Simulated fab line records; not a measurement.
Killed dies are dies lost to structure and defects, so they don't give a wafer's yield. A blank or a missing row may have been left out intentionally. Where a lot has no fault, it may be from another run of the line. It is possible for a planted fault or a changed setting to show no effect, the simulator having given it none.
fab line records -- flow n5-finfet
[record] lots = 7, wafers = 21
route steps=1938 shown BEOL_M13@1659 BEOL_M14@1770 BEOL_M15@1820 PASS1_CAP@1873 TV_LITHO@1875 TV_OPEN@1887 PASSIVATION@1930
start-h: start of the lot's first displayed wafer, in hours after the record's first day -- wait-h: hours from the lot's prior step to this one -- " repeats the value in the row above -- L1.1+2: a row that stands for several wafers -- - no value present, or no start provided -- * or withheld: withheld -- < > ~ a bound
route shown NAME@n: NAME is a module with steps in the file, n the number in the route of the first one -- usual: mean/standard deviation of fault-free wafers -- same: alike in all rows -- chamber/n: place in a boat -- sites: per-site readings -- _std_site: the values' standard deviation -- _edge_site: outer sites' mean less inner sites' -- radius-mm: how far each site lies from the wafer's centre -- mask NAME#n: copy n -- behind: the tool/chamber that last shaped the wafer -- hold: the reason the lot was held/the length of the hold in hours/how it ended -- device: the n, p or np transistor that did not switch -- end of line: at the end of the route, the tests of the same wafers -- where a step has no rows: the recipe by itself -- killed: dies lost to structure and defects at the first sort, not the wafer's yield -- map: the dies of a wafer, with x for killed, . for not killed, _ for no die there
set.NAME: the setting that was run; set.NAME@STEP: the one run at that earlier step -- model.NAME: the simulator's own value behind a step, which no gauge read
lots whose settings were changed on purpose; a table a step, a row a wafer
[[steps]]
[step N5_BEOL_M13_ILD_DEP_00]
[recipe] material = SiOC, target-thk-a = 8379.2, temp-c = 350, precursor = DEMS/O2, pressure-torr = 5, rf-w = 500, time-s = 166.4
lot.wafer,tool,chamber,start-h,wait-h,set.time-s,model.SiOC_of_BEOL_M13_ILD_DEP_00.thk-nm
L078.3,pecvd-01,0,284.31,0.0,187.7,938.6
L078.4,pecvd-01,0,284.31,0.0,166.4,837.8
L078.6,pecvd-01,2,284.31,0.0,187.7,951.8
L079.1,pecvd-02,2,306.20,0.0,166.4,823
L079.3,pecvd-02,0,306.20,0.0,166.4,824.6
L079.5,pecvd-02,0,306.20,0.0,166.4,842.8
L083.2,pecvd-01,1,347.01,0.0,166.4,837.2
L083.5,pecvd-01,1,347.01,0.0,166.4,861.6
L083.6,pecvd-01,0,347.01,0.0,166.4,848.4
L084.2,pecvd-02,0,364.40,0.0,158.6,787.8
L084.3,pecvd-02,2,364.40,0.0,158.6,798.4
L084.4,pecvd-02,1,364.40,0.0,166.4,847.2
L085.1,pecvd-01,2,364.93,0.0,166.4,823.4
L085.5,pecvd-01,1,364.93,0.0,166.4,841.6
L085.6,pecvd-01,2,364.93,0.0,166.4,843.6
L088.1,pecvd-03,2,365.74,0.0,143.4,705.4
L088.3,pecvd-03,1,365.74,0.0,143.4,726.8
L088.5,pecvd-03,1,365.74,0.0,166.4,853.4
L087.1,pecvd-01,0,377.46,0.0,147.4,757.8
L087.2,pecvd-01,2,377.46,0.0,166.4,836.6
L087.3,pecvd-01,0,377.46,0.0,166.4,856.2
[step N5_BEOL_M13_THK_MEAS_01]
[recipe] reads = SiOC_of_BEOL_M13_ILD_DEP_00
[usual] M13_ILD_THK = 840/10
lot.wafer,tool,chamber,start-h,wait-h,set.time-s@BEOL_M13_ILD_DEP_00,M13_ILD_THK[nm]
L078.3,film-metro-01,-,284.46,0.1,187.7,939
L078.4,film-metro-01,-,284.46,0.1,166.4,838
L078.6,film-metro-01,-,284.46,0.1,187.7,952
L079.1,film-metro-01,-,306.35,0.1,166.4,824
L079.3,film-metro-01,-,306.35,0.1,166.4,826
L079.5,film-metro-01,-,306.35,0.1,166.4,843
L083.2,film-metro-02,-,347.16,0.1,166.4,837
L083.5,film-metro-02,-,347.16,0.1,166.4,861
L083.6,film-metro-02,-,347.16,0.1,166.4,848
L084.2,film-metro-01,-,364.55,0.1,158.6,788
L084.3,film-metro-01,-,364.55,0.1,158.6,797
L084.4,film-metro-01,-,364.55,0.1,166.4,847
L085.1,film-metro-01,-,365.08,0.1,166.4,823
L085.5,film-metro-01,-,365.08,0.1,166.4,842
L085.6,film-metro-01,-,365.08,0.1,166.4,844
L088.1,film-metro-01,-,365.89,0.1,143.4,706
L088.3,film-metro-01,-,365.89,0.1,143.4,728
L088.5,film-metro-01,-,365.89,0.1,166.4,854
L087.1,film-metro-02,-,377.67,0.2,147.4,758
L087.2,film-metro-02,-,377.67,0.2,166.4,837
L087.3,film-metro-02,-,377.67,0.2,166.4,856
[step N5_BEOL_M13_COAT_58]
[recipe] resist = BARC, temp-c = 205, time-s = 60, spin-rpm = 1500, resist-thk-nm = 89
lot.wafer,tool,chamber,start-h,wait-h,set.spin-rpm,model.BARC_of_BEOL_M13_COAT_58.thk-nm
L078.3,litho-track-05,0,284.50,0.0,1500,89.4
L078.4+6,litho-track-05,0,284.50,0.0,1500,89.2
L079.1,litho-track-03,0,306.39,0.0,1421,91.4
L079.3,litho-track-03,0,306.39,0.0,1500,89
L079.5,litho-track-03,0,306.39,0.0,1421,91
L083.2,litho-track-02,0,347.19,0.0,1592,86.4
L083.5,litho-track-02,0,347.19,0.0,1592,86.2
L083.6,litho-track-02,0,347.19,0.0,1500,89
L084.2,litho-track-05,0,364.58,0.0,1500,89
L084.3,litho-track-05,0,364.58,0.0,1443,91
L084.4,litho-track-05,0,364.58,0.0,1500,89.2
L085.1+5+6,litho-track-05,0,365.11,0.0,1500,89
L088.1,litho-track-05,0,365.92,0.0,1500,88.8
L088.3+5,litho-track-05,0,365.92,0.0,1438,91
L087.1+2,litho-track-03,0,377.70,0.0,1500,89.2
L087.3,litho-track-03,0,377.70,0.0,1500,89
[step N5_BEOL_M13_COAT_04]
[recipe] spin-rpm = 1625, resist-thk-nm = 400
[step N5_BEOL_M13_EBR_06]
[recipe] solvent = PGMEA, ebr-width-mm = 1.5
[step N5_BEOL_M13_DESCUM_15]
[recipe] chemistry = O2, time-s = 7.9, source-power-w = 50, bias-power-w = 20, pressure-mtorr = 20, rf-frequency-hz = 2.712e+07, temp-c = 40, o2-flow-sccm = 225
[step N5_BEOL_M13_ETCH_59]
[recipe] chemistry = N2/H2, target = BARC, target-depth-a = 890, overetch-a = 267, time-s = 67.9, ion-energy-ev = 200, pressure-mtorr = 30, source-w = 840, bias-w = 150, n2-flow-sccm = 200, h2-flow-sccm = 200
lot.wafer,tool,chamber,start-h,wait-h,set.spin-rpm@BEOL_M13_COAT_58,model.etch.depth-nm
L078.3,rie-diel-03,2,285.01,0.0,1500,89.37
L078.4,rie-diel-03,1,285.01,0.0,1500,89.23
L078.6,rie-diel-03,1,285.01,0.0,1500,89.19
L079.1,rie-diel-02,2,306.78,0.0,1421,91.35
L079.3,rie-diel-02,1,306.78,0.0,1500,88.96
L079.5,rie-diel-02,1,306.78,0.0,1421,91.06
L083.2,rie-diel-05,3,347.59,0.0,1592,86.42
L083.5,rie-diel-05,2,347.59,0.0,1592,86.23
L083.6,rie-diel-05,3,347.59,0.0,1500,89
L084.2,rie-diel-05,3,364.98,0.0,1500,88.96
L084.3,rie-diel-05,0,364.98,0.0,1443,90.97
L084.4,rie-diel-05,2,364.98,0.0,1500,89.29
L085.1,rie-diel-02,3,365.63,0.0,1500,88.99
L085.5,rie-diel-02,2,365.63,0.0,1500,89.05
L085.6,rie-diel-02,1,365.63,0.0,1500,89.04
L088.1,rie-diel-03,2,366.32,0.0,1500,88.85
L088.3,rie-diel-03,3,366.32,0.0,1438,90.91
L088.5,rie-diel-03,1,366.32,0.0,1438,90.95
L087.1,rie-diel-03,3,378.84,0.0,1500,89.16
L087.2,rie-diel-03,2,378.84,0.0,1500,89.21
L087.3,rie-diel-03,1,378.84,0.0,1500,88.91
[step N5_BEOL_M13_VIA_ETCH_16]
[recipe] chemistry = C4F8/O2/Ar, target = SiOC, pressure-mtorr = 30, source-w = 3000, bias-w = 700, Ar_flow_sccm = 400, C4F8_flow_sccm = 15, O2_flow_sccm = 8, he-inner-torr = 15, he-outer-torr = 30, target-depth-a = 9217, time-s = withheld, ion-energy-ev = 250, ends = cleared
lot.wafer,tool,chamber,start-h,wait-h,set.time-s@BEOL_M13_ILD_DEP_00,model.etch.depth-nm,model.coat_of_BEOL_M13_COAT_04.thk-nm
L078.3,rie-diel-03,2,285.07,0.0,*,938.5,41.6
L078.4,rie-diel-03,1,285.07,0.0,*,837.8,69.8
L078.6,rie-diel-03,1,285.07,0.0,*,951.8,35.4
L079.1,rie-diel-02,2,306.83,0.0,*,823.1,78.2
L079.3,rie-diel-02,1,306.83,0.0,*,824.5,76.6
L079.5,rie-diel-02,1,306.83,0.0,*,842.7,71.8
L083.2,rie-diel-05,3,347.64,0.0,*,837.1,74.2
L083.5,rie-diel-05,2,347.64,0.0,*,861.6,63
L083.6,rie-diel-05,3,347.64,0.0,*,848.3,71
L084.2,rie-diel-05,3,365.03,0.0,*,787.9,87.6
L084.3,rie-diel-05,0,365.03,0.0,*,798.4,82.8
L084.4,rie-diel-05,2,365.03,0.0,*,847.3,66.4
L085.1,rie-diel-02,3,365.68,0.0,*,823.4,78.8
L085.5,rie-diel-02,2,365.68,0.0,*,841.5,74.6
L085.6,rie-diel-02,1,365.68,0.0,*,843.6,74
L088.1,rie-diel-03,2,366.37,0.0,*,705.5,109.6
L088.3,rie-diel-03,3,366.37,0.0,*,726.9,102.8
L088.5,rie-diel-03,1,366.37,0.0,*,853.3,63.8
L087.1,rie-diel-03,3,378.89,0.0,*,757.9,96.2
L087.2,rie-diel-03,2,378.89,0.0,*,836.7,72.4
L087.3,rie-diel-03,1,378.89,0.0,*,856.3,66
[step N5_BEOL_M13_STRIP_63]
[recipe] chemistry = N2/H2, power-w = 1000, temp-c = 250, h2-frac = 0.65, overash-fraction = 0.3, pressure-mtorr = 1000, n2-flow-sccm = 1750, h2-flow-sccm = 3250
[usual] strip-time-to-endpoint-s = 27.7/1.1
lot.wafer,tool,chamber,start-h,wait-h,set.time-s@BEOL_M13_ILD_DEP_00,strip-time-to-endpoint-s
L078.3,plasma-asher-02,0,285.35,-,187.7,18.9
L078.4,plasma-asher-02,1,285.35,-,166.4,27.6
L078.6,plasma-asher-02,1,285.35,-,187.7,16.9
L079.1,plasma-asher-01,1,307.07,-,166.4,30.1
L079.3,plasma-asher-01,0,307.07,-,166.4,29.6
L079.5,plasma-asher-01,1,307.07,-,166.4,28.2
L083.2,plasma-asher-01,1,347.89,-,166.4,28.9
L083.5,plasma-asher-01,0,347.89,-,166.4,25.6
L083.6,plasma-asher-01,1,347.89,-,166.4,27.9
L084.2,plasma-asher-02,1,365.27,-,158.6,32.8
L084.3,plasma-asher-02,1,365.27,-,158.6,31.4
L084.4,plasma-asher-02,0,365.27,-,166.4,26.6
L085.1,plasma-asher-01,0,365.92,-,166.4,30.2
L085.5,plasma-asher-01,1,365.92,-,166.4,29.0
L085.6,plasma-asher-01,0,365.92,-,166.4,28.8
L088.1,plasma-asher-02,1,366.61,-,143.4,38.8
L088.3,plasma-asher-02,1,366.61,-,143.4,37.0
L088.5,plasma-asher-02,0,366.61,-,166.4,25.8
L087.1,plasma-asher-01,0,379.13,-,147.4,35.2
L087.2,plasma-asher-01,1,379.13,-,166.4,28.4
L087.3,plasma-asher-01,1,379.13,-,166.4,26.5
[step N5_BEOL_M13_STRIP_64]
[recipe] chemistry = N2/H2, power-w = 1000, temp-c = 250, h2-frac = 0.65, overash-fraction = 0.3, pressure-mtorr = withheld, n2-flow-sccm = 1750, h2-flow-sccm = 3250
[usual] strip-time-to-endpoint-s = 31.33/0.07
lot.wafer,tool,chamber,start-h,wait-h,set.spin-rpm@BEOL_M13_COAT_58,strip-time-to-endpoint-s
L078.3,plasma-asher-02,0,285.41,0.0,1500,31.42
L078.4,plasma-asher-02,1,285.41,0.0,1500,31.38
L078.6,plasma-asher-02,1,285.41,0.0,1500,31.37
L079.1,plasma-asher-01,1,307.13,0.0,1421,31.98
L079.3,plasma-asher-01,0,307.13,0.0,1500,31.29
L079.5,plasma-asher-01,1,307.13,0.0,1421,31.90
L083.2,plasma-asher-01,1,347.95,0.0,1592,30.56
L083.5,plasma-asher-01,0,347.95,0.0,1592,30.50
L083.6,plasma-asher-01,1,347.95,0.0,1500,31.31
L084.2,plasma-asher-02,1,365.33,0.0,1500,31.30
L084.3,plasma-asher-02,1,365.33,0.0,1443,31.87
L084.4,plasma-asher-02,0,365.33,0.0,1500,31.39
L085.1,plasma-asher-01,0,365.98,0.0,1500,31.32
L085.5,plasma-asher-01,1,365.98,0.0,1500,31.33
L085.6,plasma-asher-01,0,365.98,0.0,1500,31.32
L088.1,plasma-asher-02,1,366.67,0.0,1500,31.26
L088.3,plasma-asher-02,1,366.67,0.0,1438,31.84
L088.5,plasma-asher-02,0,366.67,0.0,1438,31.86
L087.1,plasma-asher-01,0,379.19,0.0,1500,31.36
L087.2,plasma-asher-01,1,379.19,0.0,1500,31.37
L087.3,plasma-asher-01,1,379.19,0.0,1500,31.29
[step N5_BEOL_M14_DEP_53]
[recipe] material = SiCN, target-thk-a = 500, temp-c = withheld, precursor = 3MS/NH3, pressure-torr = 3, rf-w = 675, time-s = 17.8
lot.wafer,tool,chamber,start-h,wait-h,set.time-s,model.SiCN_of_BEOL_M14_DEP_53.thk-nm
L078.3,pecvd-02,1,296.09,0.0,17.8,50.2
L078.4+6,pecvd-02,"1,2",296.09,0.0,20.33,57.4
L079.1+3,pecvd-01,"2,0",317.37,0.0,17.8,49
L079.5,pecvd-01,1,317.37,0.0,17.8,50.2
L083.2,pecvd-01,0,359.13,0.0,15.64,43.4
L083.5,pecvd-01,0,359.13,0.0,15.64,45.2
L083.6,pecvd-01,2,359.13,0.0,15.64,44.6
L084.2,pecvd-04,1,376.30,0.0,19.71,54.2
L084.3,pecvd-04,2,376.30,0.0,17.8,49.8
L084.4,pecvd-04,0,376.30,0.0,17.8,50.6
L085.1,pecvd-04,2,376.36,0.0,17.8,49
L085.5,pecvd-04,2,376.36,0.0,17.8,50
L085.6,pecvd-04,1,376.36,0.0,17.8,48.8
L088.1,pecvd-01,0,377.12,0.0,17.8,49.6
L088.3,pecvd-01,2,377.12,0.0,18.56,52.6
L088.5,pecvd-01,0,377.12,0.0,17.8,51.2
L087.1,pecvd-01,1,390.03,0.0,18.49,51
L087.2,pecvd-01,2,390.03,0.0,17.8,49
L087.3,pecvd-01,0,390.03,0.0,18.49,51.4
[step N5_BEOL_M15_SPUTTER_44]
[recipe] material = Ta, target-thk-a = 150, temp-c = 50, bias-v = 80, power-w = 15000, chamber-pressure-pa = 0.07, time-s = 24.19
lot.wafer,tool,chamber,start-h,wait-h,set.power-w,model.Ta_of_BEOL_M15_SPUTTER_44.thk-nm
L078.3+4,pvd-sputter-02,-,300.56,0.0,15000,15.2
L078.6,pvd-sputter-02,-,300.56,0.0,15000,15
L079.1,pvd-sputter-03,-,322.57,0.0,15000,15
L079.3+5,pvd-sputter-03,-,322.57,0.0,15000,15.6
L083.2+5,pvd-sputter-03,-,362.88,0.0,15000,14.8
L083.6,pvd-sputter-03,-,362.88,0.0,15000,15
L084.2,pvd-sputter-02,-,382.50,0.0,15000,15.4
L084.3,pvd-sputter-02,-,382.50,0.0,15000,15
L084.4,pvd-sputter-02,-,382.50,0.0,15000,14.8
L085.1+6,pvd-sputter-03,-,382.86,0.0,15000,15.2
L085.5,pvd-sputter-03,-,382.86,0.0,15000,15
L088.1,pvd-sputter-03,-,384.88,0.0,15000,15
L088.3+5,pvd-sputter-03,-,384.88,0.0,13780,14.2
L087.1+2,pvd-sputter-01,-,395.97,0.0,15000,15
L087.3,pvd-sputter-01,-,395.97,0.0,12480,12.4
[step N5_PASSIVATION_PECVD_55]
[recipe] material = SiO2, target-thk-a = 4000, temp-c = 400, precursor = SiH4/N2O, pressure-torr = 2.7, rf-w = 608, time-s = 22.5
lot.wafer,tool,chamber,start-h,wait-h,set.time-s,model.SiO2_of_PASSIVATION_PECVD_55.thk-nm
L078.3,pecvd-01,1,306.90,0.0,22.5,395.8
L078.4,pecvd-01,0,306.90,0.0,22.5,405.2
L078.6,pecvd-01,1,306.90,0.0,22.5,398.2
L079.1,pecvd-01,0,329.56,0.0,22.5,387
L079.3,pecvd-01,1,329.56,0.0,24.82,426.4
L079.5,pecvd-01,1,329.56,0.0,24.82,430
L083.2,pecvd-01,2,370.87,0.0,22.5,400
L083.5,pecvd-01,0,370.87,0.0,19.57,343.6
L083.6,pecvd-01,1,370.87,0.0,19.57,344.6
L084.2,pecvd-04,2,388.52,0.0,22.5,389.8
L084.3,pecvd-04,1,388.52,0.0,22.5,391.2
L084.4,pecvd-04,2,388.52,0.0,22.5,401.8
L085.1,pecvd-01,2,388.74,0.0,22.5,389.2
L085.5,pecvd-01,0,388.74,0.0,22.5,396
L085.6,pecvd-01,2,388.74,0.0,22.5,399.2
L088.1,pecvd-01,2,391.99,0.0,22.5,394.8
L088.3,pecvd-01,1,391.99,0.0,22.5,389.2
L088.5,pecvd-01,1,391.99,0.0,22.5,392.2
L087.1,pecvd-04,0,401.57,0.0,20.53,358.4
L087.2,pecvd-04,1,401.57,0.0,22.5,395.6
L087.3,pecvd-04,2,401.57,0.0,22.5,394.6
[step N5_PASSIVATION_PECVD_01]
[recipe] material = SiNx, target-thk-a = 2000, temp-c = 400, precursor = SiH4/NH3/N2, pressure-torr = 4.9, rf-w = 1406, time-s = 43.2
[step N5_PASSIVATION_HMDS_03]
[recipe] time-s = 60, temp-c = 120
[step N5_PASSIVATION_DESCUM_12]
[recipe] chemistry = O2, time-s = 7.9, source-power-w = 50, bias-power-w = 20, pressure-mtorr = 20, rf-frequency-hz = 2.712e+07, temp-c = 40, o2-flow-sccm = 225
[step N5_PASSIVATION_PASS_ETCH_74]
[recipe] chemistry = CF4/O2, target = SiNx, target-depth-a = 2200, time-s = 110, ion-energy-ev = 100, pressure-mtorr = 40, source-w = 535, bias-w = 49, Ar_flow_sccm = 100, cf4-flow-sccm = 100, O2_flow_sccm = 10
[step N5_PASSIVATION_VIA_ETCH_13]
[recipe] chemistry = CHF3/O2, target = SiO2, target-depth-a = 6600, CHF3_flow_sccm = 50, O2_flow_sccm = 5, Ar_flow_sccm = 200, time-s = 330, mask-material = PR, pressure-mtorr = 30, source-w = 650, bias-w = 170, ion-energy-ev = 200, ends = cleared
[usual] etch-rf-on-time-s = 234/5.7
lot.wafer,tool,chamber,start-h,wait-h,set.time-s@PASSIVATION_PECVD_55,etch-rf-on-time-s
L078.3,rie-diel-05,2,308.89,0.0,22.5,226
L078.4,rie-diel-05,1,308.89,0.0,22.5,237
L078.6,rie-diel-05,2,308.89,0.0,22.5,229
L079.1,rie-diel-02,1,331.32,0.0,22.5,235
L079.3,rie-diel-02,0,331.32,0.0,24.82,246
L079.5,rie-diel-02,3,331.32,0.0,24.82,261
L083.2,rie-diel-02,3,371.67,0.0,22.5,241
L083.5,rie-diel-02,3,371.67,0.0,19.57,206
L083.6,rie-diel-02,2,371.67,0.0,19.57,210
L084.2,rie-diel-02,1,390.54,0.0,22.5,235
L084.3,rie-diel-02,0,390.54,0.0,22.5,225
L084.4,rie-diel-02,0,390.54,0.0,22.5,230
L085.1,rie-diel-02,1,391.74,0.0,22.5,234
L085.5,rie-diel-02,0,391.74,0.0,22.5,228
L085.6,rie-diel-02,1,391.74,0.0,22.5,239
L088.1,rie-diel-05,0,394.64,0.0,22.5,233
L088.3,rie-diel-05,1,394.64,0.0,22.5,224
L088.5,rie-diel-05,0,394.64,0.0,22.5,231
L087.1,rie-diel-05,1,403.76,0.0,20.53,208
L087.2,rie-diel-05,0,403.76,0.0,22.5,234
L087.3,rie-diel-05,3,403.76,0.0,22.5,232
[step N5_PASSIVATION_ETCH_54]
[recipe] chemistry = CHF3/O2, target = SiO2, target-depth-a = 8800, CHF3_flow_sccm = 50, O2_flow_sccm = 5, Ar_flow_sccm = 200, time-s = 440, mask-material = PR, pressure-mtorr = 30, source-w = 650, bias-w = 170, ion-energy-ev = 200
lot.wafer,tool,chamber,start-h,wait-h,set.time-s,model.etch.depth-nm,model.PASSIVATION.feature-depth-nm
L078.3,rie-diel-06,0,312.88,0.1,411.5,827.1,827.2
L078.4,rie-diel-06,0,312.88,0.1,411.5,832.5,832.6
L078.6,rie-diel-06,2,312.88,0.1,411.5,824.5,824.6
L079.1,rie-diel-06,1,338.22,0.1,440,868.3,868.4
L079.3,rie-diel-06,2,338.22,0.1,440,888.1,888
L079.5,rie-diel-06,1,338.22,0.1,344.2,689.3,689.4
L083.2+5,rie-diel-06,"1,0",375.28,0.1,440,874.5,874.4
L083.6,rie-diel-06,3,375.28,0.1,414.6,833.3,833.4
L084.2,rie-diel-06,3,394.53,0.1,440,889.6,889.6
L084.3,rie-diel-06,1,394.53,0.1,399.1,791.3,791.2
L084.4,rie-diel-06,2,394.53,0.1,440,876.9,877
L085.1,rie-diel-06,3,396.75,0.1,440,887.4,887.4
L085.5,rie-diel-06,0,396.75,0.1,440,877.5,877.4
L085.6,rie-diel-06,3,396.75,0.1,440,886.7,886.6
L088.1,rie-diel-01,0,398.19,0.1,472,926.8,926.8
L088.3,rie-diel-01,1,398.19,0.1,472,955.1,955.2
L088.5,rie-diel-01,0,398.19,0.1,440,869.2,869.2
L087.1,rie-diel-01,1,407.32,0.1,440,897.5,897.4
L087.2,rie-diel-01,2,407.32,0.1,380,737.5,737.4
L087.3,rie-diel-01,3,407.32,0.1,440,899.8,899.8
[[key]]
[split] step = N5_BEOL_M13_ILD_DEP_00, setting = time-s, stated = 166.4, by = wafer
[response] step = N5_BEOL_M13_ILD_DEP_00, reading = model.SiOC_of_BEOL_M13_ILD_DEP_00.thk-nm, change = +8.95, per = 1%, r = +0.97
[response] step = N5_BEOL_M13_THK_MEAS_01, reading = M13_ILD_THK, change = +8.97, per = 1%, r = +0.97
[response] step = N5_BEOL_M13_VIA_ETCH_16, reading = model.etch.depth-nm, change = +8.94, per = 1%, r = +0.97
[response] step = N5_BEOL_M13_VIA_ETCH_16, reading = model.coat_of_BEOL_M13_COAT_04.thk-nm, change = -2.73, per = 1%, r = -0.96
[response] step = N5_BEOL_M13_STRIP_63, reading = strip-time-to-endpoint-s, change = *, per = 1%, r = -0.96
[split] step = N5_BEOL_M13_COAT_58, setting = spin-rpm, stated = 1500, by = wafer
[response] step = N5_BEOL_M13_COAT_58, reading = model.BARC_of_BEOL_M13_COAT_58.thk-nm, change = -0.459, per = 1%, r = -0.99
[response] step = N5_BEOL_M13_ETCH_59, reading = model.etch.depth-nm, change = -0.452, per = 1%, r = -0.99
[response] step = N5_BEOL_M13_STRIP_64, reading = strip-time-to-endpoint-s, change = *, per = 1%, r = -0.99
[split] step = N5_BEOL_M14_DEP_53, setting = time-s, stated = 17.8, by = wafer
[response] step = N5_BEOL_M14_DEP_53, reading = model.SiCN_of_BEOL_M14_DEP_53.thk-nm, change = +0.466, per = 1%, r = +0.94
[split] step = N5_BEOL_M15_SPUTTER_44, setting = power-w, stated = 15000, by = wafer
[response] step = N5_BEOL_M15_SPUTTER_44, reading = model.Ta_of_BEOL_M15_SPUTTER_44.thk-nm, change = +0.144, per = 1%, r = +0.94
[split] step = N5_PASSIVATION_PECVD_55, setting = time-s, stated = 22.5, by = wafer
[response] step = N5_PASSIVATION_PECVD_55, reading = model.SiO2_of_PASSIVATION_PECVD_55.thk-nm, change = +4.18, per = 1%, r = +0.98
[response] step = N5_PASSIVATION_VIA_ETCH_13, reading = etch-rf-on-time-s, change = *, per = 1%, r = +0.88
[split] step = N5_PASSIVATION_ETCH_54, setting = time-s, stated = 440, by = wafer
[response] step = N5_PASSIVATION_ETCH_54, reading = model.etch.depth-nm, change = +9.52, per = 1%, r = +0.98
[response] step = N5_PASSIVATION_ETCH_54, reading = model.PASSIVATION.feature-depth-nm, change = +9.52, per = 1%, r = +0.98
